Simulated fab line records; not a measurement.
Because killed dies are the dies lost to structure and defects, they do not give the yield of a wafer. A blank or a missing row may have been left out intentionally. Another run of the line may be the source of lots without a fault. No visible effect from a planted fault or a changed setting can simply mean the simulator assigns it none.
The tool behind it: which one? :: flow n5-finfet :: 10 lots with 29 wafers sampled at 6 steps, on a route of 1938 steps

WHAT THE GAUGES READ, wafer by wafer
N5_STI_FIN_REVEAL_FIN_H_MEAS_10.
lot: L917
measured: day 2 15:17
on: ocd-02
trench-depth-nm (nm): 52.4 51.7 52.5

lot: L918
measured: day 2 20:40
on: ocd-01
trench-depth-nm (nm): 52.9 52.0 52.6

lot: L919
measured: day 3 02:06
on: ocd-01
trench-depth-nm (nm): 52.0 52.4 52.4

lot: L920
measured: day 3 07:05
on: ocd-01
trench-depth-nm (nm): 52.7 51.8 52.3

lot: L921
measured: day 3 16:41
on: ocd-01
trench-depth-nm (nm): 52.3 51.4 50.8

lot: L928
measured: day 5 10:10
on: ocd-01
trench-depth-nm (nm): 53.7 52.5 53.2

lot: L930
measured: day 5 23:07
on: ocd-02
trench-depth-nm (nm): 51.0 52.3 51.9

lot: L931
measured: day 6 05:30
on: ocd-02
trench-depth-nm (nm): 51.4 52.1 53.1

lot: L936
measured: day 7 07:17
on: ocd-02
trench-depth-nm (nm): 51.5 51.6

lot: L940
measured: day 9 05:53
on: ocd-01
trench-depth-nm (nm): 52.8 52.5 51.6

N5_STI_FIN_REVEAL_INSPECT_13: inspects for defects (darkfield).
lot: L917
measured: day 2 15:22
on: defect-inspect-02
raw-defect-count: 13 14 15

lot: L918
measured: day 2 20:45
on: defect-inspect-01
raw-defect-count: 5 15 5

lot: L919
measured: day 3 02:11
on: defect-inspect-02
raw-defect-count: 11 8 10

lot: L920
measured: day 3 07:10
on: defect-inspect-01
raw-defect-count: 10 7 6

lot: L921
measured: day 3 16:46
on: defect-inspect-01
raw-defect-count: 8 11 14

lot: L928
measured: day 5 10:16
on: defect-inspect-02
raw-defect-count: 645 10 624

lot: L930
measured: day 5 23:11
on: defect-inspect-01
raw-defect-count: 6 628 11

lot: L931
measured: day 6 05:35
on: defect-inspect-02
raw-defect-count: 7 11 17

lot: L936
measured: day 7 07:22
on: defect-inspect-01
raw-defect-count: 9 14

lot: L940
measured: day 9 05:58
on: defect-inspect-01
raw-defect-count: 20 18 18

N5_DUMMY_GATE_THK_MEAS_05.
lot: L917
measured: day 2 19:36
on: film-metro-01
thk-nm (nm): 73.4 74.1 71.3

lot: L918
measured: day 3 01:56
on: film-metro-01
thk-nm (nm): 70.2 74.4 72.4

lot: L919
measured: day 3 09:27
on: film-metro-02
thk-nm (nm): 71.2 71.2 70.1

lot: L920
measured: day 3 13:38
on: film-metro-01
thk-nm (nm): 74.0 70.1 73.0

lot: L921
measured: day 3 23:01
on: film-metro-02
thk-nm (nm): 70.3 71.3 71.2

lot: L928
measured: day 5 15:16
on: film-metro-02
thk-nm (nm): 71.8 70.3 73.5

lot: L930
measured: day 6 03:46
on: film-metro-01
thk-nm (nm): 70.5 71.6 70.0

lot: L931
measured: day 6 09:47
on: film-metro-01
thk-nm (nm): 72.8 71.8 73.1

lot: L936
measured: day 7 12:43
on: film-metro-01
thk-nm (nm): 71.4 72.5

lot: L940
measured: day 9 10:09
on: film-metro-01
thk-nm (nm): 70.3 71.1 71.6

N5_BEOL_M4_RC_MEAS_101.
lot: L917
measured: day 8 03:11
on: prober-02
DIBL_N (mV/V): 36.6 37.2 39.9
DIBL_P (mV/V): 38.2 38.7 40.6
IOFF_N (nA/um): 0.15 0.17 0.22
IOFF_P (nA/um): 0.21 0.21 0.24
ION_N (uA/um): 675 677 694
ION_P (uA/um): 463 462 465
SS_N (mV/dec): 72.2 71.7 72.0
SS_P (mV/dec): 74.0 73.7 74.3
VT_N (mV): 249 247 244
VT_P (mV): -253 -252 -250

lot: L918
measured: day 7 23:35
on: prober-02
DIBL_N (mV/V): 35.3 39.2 34.3
DIBL_P (mV/V): 34.8 39.8 33.7
IOFF_N (nA/um): 0.16 0.24 0.13
IOFF_P (nA/um): 0.19 0.28 0.18
ION_N (uA/um): 679 696 673
ION_P (uA/um): 465 470 456
SS_N (mV/dec): 71.8 72.5 71.5
SS_P (mV/dec): 73.6 74.4 72.1
VT_N (mV): 246 243 251
VT_P (mV): -251 -245 -254

lot: L919
measured: day 8 08:12
on: prober-01
DIBL_N (mV/V): 34.9 33.9 35.2
DIBL_P (mV/V): 32.6 32.0 33.4
IOFF_N (nA/um): 0.12 0.12 0.12
IOFF_P (nA/um): 0.14 0.14 0.16
ION_N (uA/um): 657 679 667
ION_P (uA/um): 449 461 458
SS_N (mV/dec): 71.3 71.2 72.2
SS_P (mV/dec): 72.2 71.5 72.7
VT_N (mV): 255 252 252
VT_P (mV): -257 -254 -254

lot: L920
measured: day 8 15:56
on: prober-02
DIBL_N (mV/V): 35.4 35.4 35.0
DIBL_P (mV/V): 37.8 38.0 38.6
IOFF_N (nA/um): 0.16 0.16 0.16
IOFF_P (nA/um): 0.21 0.22 0.22
ION_N (uA/um): 684 673 680
ION_P (uA/um): 464 463 469
SS_N (mV/dec): 71.1 71.4 71.7
SS_P (mV/dec): 73.1 74.1 72.9
VT_N (mV): 250 252 246
VT_P (mV): -249 -249 -248

lot: L921
measured: day 9 02:04
on: prober-01
DIBL_N (mV/V): 36.2 36.6 36.1
DIBL_P (mV/V): 35.0 36.3 35.0
IOFF_N (nA/um): 0.17 0.18 0.16
IOFF_P (nA/um): 0.23 0.25 0.24
ION_N (uA/um): 682 670 667
ION_P (uA/um): 467 465 464
SS_N (mV/dec): 72.2 71.1 71.3
SS_P (mV/dec): 73.1 73.9 74.1
VT_N (mV): 249 248 251
VT_P (mV): -249 -244 -244

lot: L928
measured: day 10 20:01
on: prober-02
DIBL_N (mV/V): 32.9 34.6 35.7
DIBL_P (mV/V): 34.8 36.6 38.1
IOFF_N (nA/um): 0.12 0.14 0.16
IOFF_P (nA/um): 0.17 0.19 0.21
ION_N (uA/um): 679 674 683
ION_P (uA/um): 470 462 466
SS_N (mV/dec): 70.5 70.4 71.0
SS_P (mV/dec): 72.2 72.8 73.8
VT_N (mV): 253 253 252
VT_P (mV): -253 -251 -252

lot: L930
measured: day 11 13:28
on: prober-01
DIBL_N (mV/V): 38.1 36.2 38.5
DIBL_P (mV/V): 37.1 34.5 36.3
IOFF_N (nA/um): 0.21 0.17 0.20
IOFF_P (nA/um): 0.23 0.20 0.22
ION_N (uA/um): 688 685 688
ION_P (uA/um): 457 465 464
SS_N (mV/dec): 72.2 71.8 71.9
SS_P (mV/dec): 73.6 73.4 73.7
VT_N (mV): 243 244 248
VT_P (mV): -248 -252 -250

lot: L931
measured: day 11 14:49
on: prober-01
DIBL_N (mV/V): 37.4 35.4 37.1
DIBL_P (mV/V): 36.0 35.0 36.2
IOFF_N (nA/um): 0.17 0.14 0.16
IOFF_P (nA/um): 0.22 0.20 0.22
ION_N (uA/um): 666 672 683
ION_P (uA/um): 461 463 470
SS_N (mV/dec): 72.2 71.1 72.7
SS_P (mV/dec): 73.8 73.4 73.7
VT_N (mV): 253 254 253
VT_P (mV): -248 -253 -249

lot: L936
measured: day 12 18:43
on: prober-02
DIBL_N (mV/V): 34.6 35.2
DIBL_P (mV/V): 34.6 34.7
IOFF_N (nA/um): 0.13 0.13
IOFF_P (nA/um): 0.20 0.20
ION_N (uA/um): 650 659
ION_P (uA/um): 458 460
SS_N (mV/dec): 71.4 71.3
SS_P (mV/dec): 72.5 72.6
VT_N (mV): 249 250
VT_P (mV): -248 -247

lot: L940
measured: day 14 04:31
on: prober-02
DIBL_N (mV/V): 35.0 36.9 37.2
DIBL_P (mV/V): 35.3 36.5 36.8
IOFF_N (nA/um): 0.16 0.17 0.19
IOFF_P (nA/um): 0.21 0.21 0.22
ION_N (uA/um): 693 682 680
ION_P (uA/um): 463 467 465
SS_N (mV/dec): 70.4 72.3 71.8
SS_P (mV/dec): 73.5 74.0 74.4
VT_N (mV): 248 251 248
VT_P (mV): -250 -249 -250

TOOL THAT RAN EACH LOT (tool first, then ch and the chambers of the sampled wafers, then the start)
lot: L917
N5_STI_FIN_REVEAL_ALD_00: ald-sin-02 ch 0,3, day 2 06:34
N5_STI_FIN_REVEAL_OXIDATION_33: plasma-asher-02 ch 0,1, day 2 15:02

lot: L918
N5_STI_FIN_REVEAL_ALD_00: ald-sin-02 ch 0,1, day 2 11:22
N5_STI_FIN_REVEAL_OXIDATION_33: plasma-asher-02 ch 0,1, day 2 20:28

lot: L919
N5_STI_FIN_REVEAL_ALD_00: ald-sin-02 ch 1,3, day 2 16:40
N5_STI_FIN_REVEAL_OXIDATION_33: plasma-asher-01 ch 0,1, day 3 01:54

lot: L920
N5_STI_FIN_REVEAL_ALD_00: ald-sin-01 ch 0,1,2, day 2 22:26
N5_STI_FIN_REVEAL_OXIDATION_33: plasma-asher-01 ch 0,1, day 3 06:53

lot: L921
N5_STI_FIN_REVEAL_ALD_00: ald-sin-04 ch 0,1,2, day 3 07:16
N5_STI_FIN_REVEAL_OXIDATION_33: plasma-asher-01 ch 0,1, day 3 16:29

lot: L928
N5_STI_FIN_REVEAL_ALD_00: ald-sin-04 ch 0,2,3, day 5 01:08
N5_STI_FIN_REVEAL_OXIDATION_33: plasma-asher-02 ch 0,1, day 5 09:58

lot: L930
N5_STI_FIN_REVEAL_ALD_00: ald-sin-01 ch 0,2, day 5 14:08
N5_STI_FIN_REVEAL_OXIDATION_33: plasma-asher-02 ch 0,1, day 5 22:55

lot: L931
N5_STI_FIN_REVEAL_ALD_00: ald-sin-01 ch 0,2, day 5 20:01
N5_STI_FIN_REVEAL_OXIDATION_33: plasma-asher-01 ch 0,1, day 6 05:19

lot: L936
N5_STI_FIN_REVEAL_ALD_00: ald-sin-02 ch 0,1, day 6 22:26
N5_STI_FIN_REVEAL_OXIDATION_33: plasma-asher-01 ch 1, day 7 07:05

lot: L940
N5_STI_FIN_REVEAL_ALD_00: ald-sin-04 ch 0,1,3, day 8 18:44
N5_STI_FIN_REVEAL_OXIDATION_33: plasma-asher-02 ch 0,1, day 9 05:39
- N5_STI_FIN_REVEAL_ALD_00: deposits SiO2, target thk 1 nm, pulse time 1 s.
- N5_STI_FIN_REVEAL_OXIDATION_33: chemistry O2 PLASMA REMOTE, time 20 s.

WHAT THE TOOLS THEMSELVES READ (means of the sampled wafers that have a number; where no wafer has one, the mark that the record gives instead)
N5_STI_FIN_REVEAL_ALD_00.
lot: L917
tool: ald-sin-02
heater-power-w (W): 498
precursor-pulse-height-rel: 0.988

lot: L918
tool: ald-sin-02
heater-power-w (W): 474
precursor-pulse-height-rel: 1.008

lot: L919
tool: ald-sin-02
heater-power-w (W): 449
precursor-pulse-height-rel: 1.002

lot: L920
tool: ald-sin-01
heater-power-w (W): 426
precursor-pulse-height-rel: 1.000

lot: L921
tool: ald-sin-04
heater-power-w (W): 504
precursor-pulse-height-rel: 1.022

lot: L928
tool: ald-sin-04
heater-power-w (W): 475
precursor-pulse-height-rel: 0.999

lot: L930
tool: ald-sin-01
heater-power-w (W): 430
precursor-pulse-height-rel: 0.991

lot: L931
tool: ald-sin-01
heater-power-w (W): 438
precursor-pulse-height-rel: 1.005

lot: L936
tool: ald-sin-02
heater-power-w (W): 480
precursor-pulse-height-rel: 1.010

lot: L940
tool: ald-sin-04
heater-power-w (W): 500
precursor-pulse-height-rel: 0.985

N5_STI_FIN_REVEAL_OXIDATION_33.
lot: L917
tool: plasma-asher-02
drypump-motor-current-A (A): 5.2
heater-power-w (W): 135

lot: L918
tool: plasma-asher-02
drypump-motor-current-A (A): 5.2
heater-power-w (W): 139

lot: L919
tool: plasma-asher-01
drypump-motor-current-A (A): 6.1
heater-power-w (W): 133

lot: L920
tool: plasma-asher-01
drypump-motor-current-A (A): 6.2
heater-power-w (W): 140

lot: L921
tool: plasma-asher-01
drypump-motor-current-A (A): 6.2
heater-power-w (W): 140

lot: L928
tool: plasma-asher-02
drypump-motor-current-A (A): 5.2
heater-power-w (W): 137

lot: L930
tool: plasma-asher-02
drypump-motor-current-A (A): 5.6
heater-power-w (W): 144

lot: L931
tool: plasma-asher-01
drypump-motor-current-A (A): 6.1
heater-power-w (W): 132

lot: L936
tool: plasma-asher-01
drypump-motor-current-A (A): 6.4
heater-power-w (W): 144

lot: L940
tool: plasma-asher-02
drypump-motor-current-A (A): 5.2
heater-power-w (W): 139

THE ANSWER, worked out from the rows above alone
Rule: the lots themselves supply what counts as usual. The widest of any qualifying gaps counts: lots, ordered by their means at a reading, are off when they make up no more than a third of the lots, leave a main group of 4 or more, and stand apart from it by 3 or more times the standard deviation of that group's means. The tables above print the reading to a certain number of digits; a main group whose means all agree to those digits is not used. A lot without any number at a reading at which 4 lots or more have one is off too. All remaining lots with rows at the step are treated as sound. First the gauges in route order, then the tools' own readings, where a lot's mean is used as printed above. At the first step where some lot is off, the reading lying furthest off is the one used; lots without a number count as furthest.
Off: L928, L930, at N5_STI_FIN_REVEAL_INSPECT_13 (raw-defect-count). Main group: mean 12, sd 3.3.
If a tool, at a process step before that reading, ran all the lots that are off and no sound lot after the first of them, it fits. Gauges at N5_STI_FIN_REVEAL_INSPECT_13: tried the same way as those tools. No candidate that was tried fits.

WHAT THE SIMULATOR PUT IN
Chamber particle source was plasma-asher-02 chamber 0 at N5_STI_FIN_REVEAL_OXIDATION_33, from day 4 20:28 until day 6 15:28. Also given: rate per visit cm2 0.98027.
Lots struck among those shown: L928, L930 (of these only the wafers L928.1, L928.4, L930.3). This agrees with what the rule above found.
